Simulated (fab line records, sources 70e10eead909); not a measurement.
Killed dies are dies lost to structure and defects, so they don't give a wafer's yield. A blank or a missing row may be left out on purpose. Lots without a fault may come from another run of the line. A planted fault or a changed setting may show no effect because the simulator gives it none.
A struck lot beside a sound one | flow nand_harc | 14 steps out of a route of 1159
Sound: wafers L662.3, L662.4, L662.5. Struck: wafers L671.1, L671.4, L671.5. The cause comes at the end.
At each step with rows: each side's tool, then ch and its chambers, then its first start. Under that, the readings that differ: sound wafers | struck wafers | difference of the means | sigmas: that difference in standard deviations of wafers without a fault.
alike: readings whose means differ by less than 2 such deviations, and words and numbers that are the same on both sides. not compared: withheld readings, readings that some wafer has no value for, bounds like >300 that may hide the same value, and numbers for which the record gives no deviation and whose values overlap.
The two part at a step that has a row with sigmas, a row that says differs or no value, or rows on one side only. Numbers that don't overlap but have no deviation are shown without sigmas and don't part them. A reading that every wafer of one side lacks parts them only if that side has two wafers or more.

first, 7 steps without rows for these wafers: NHARC_A_BONDPAD_COAT_33 (time 65 s); NHARC_A_BONDPAD_COAT_03 (resist thk 600 nm); NHARC_A_BONDPAD_SOFTBAKE_04 (time 70 s); NHARC_A_BONDPAD_EBR_05; NHARC_A_BONDPAD_EXPOSE_06 (exposes mask A BPAD); NHARC_A_BONDPAD_PEB_07 (peb time 80 s); NHARC_A_BONDPAD_DEVELOP_08 (time 50 s).
NHARC_A_BONDPAD_CD_MEAS_09: target cd 500 nm.
  sound on cd_sem-01 ch 0, day 18 15:26; struck on cd_sem-01 ch 0, day 21 02:43
  alike: cd_nm
NHARC_A_BONDPAD_OVL_MEAS_35:
  sound on overlay-01, day 18 15:31; struck on overlay-01, day 21 02:48
  reading           | sound    | struck   | difference | sigmas
  overlay_x_nm (nm) | 7 7 7    | -9 -9 -9 | -16        | -3
  overlay_y_nm (nm) | -2 -3 -3 | 7 7 7    | +10        | +2
then, 1 step without rows for these wafers: NHARC_A_BONDPAD_HARDBAKE_10 (time 65 s).
NHARC_A_BONDPAD_DESCUM_11: chemistry O2, time 3 s.
  sound on rie_diel-11 ch 0,2,3, day 18 15:40; struck on rie_diel-11 ch 0,2,3, day 21 02:56
  alike: drypump_motor_current_A, oes_product_au, rf_vpp_V, showerhead_plenum_p_Torr, throttle_valve_pct
  not compared: rf_hours_counter_h
NHARC_A_BONDPAD_ETCH_34: etches the open film in N2/H2, target depth 60 nm, overetch 18 nm, time 65.91 s.
  sound on rie_diel-11 ch 0,2,3, day 18 15:50; struck on rie_diel-11 ch 0,1,2, day 21 03:02
  alike: drypump_motor_current_A, oes_product_au, rf_vpp_V, run_length_s, showerhead_plenum_p_Torr, throttle_valve_pct
  not compared: rf_hours_counter_h
NHARC_A_BONDPAD_ETCH_12: etches the open film in CHF3/O2, target depth 220 nm, time 110 s.
  sound on rie_diel-11 ch 0,1,3, day 18 15:55; struck on rie_diel-11 ch 0,1,2, day 21 03:08
  reading          | sound             | struck            | difference | sigmas
  run_length_s (s) | 131.9 130.7 131.1 | 122.0 121.9 121.2 | -9.5       | -22
  alike: drypump_motor_current_A, oes_product_au, rf_vpp_V, showerhead_plenum_p_Torr, throttle_valve_pct
  not compared: rf_hours_counter_h
NHARC_A_BONDPAD_CD_MEAS_13:
  sound on cd_sem-02, day 18 16:04; struck on cd_sem-03, day 21 03:15
  alike: cd_nm

WHERE THEY PART
First at NHARC_A_BONDPAD_OVL_MEAS_35; last, within this record, at NHARC_A_BONDPAD_ETCH_12. Later steps at which nothing parts them and some readings are alike: NHARC_A_BONDPAD_CD_MEAS_13.

WHY: what the simulator had put in
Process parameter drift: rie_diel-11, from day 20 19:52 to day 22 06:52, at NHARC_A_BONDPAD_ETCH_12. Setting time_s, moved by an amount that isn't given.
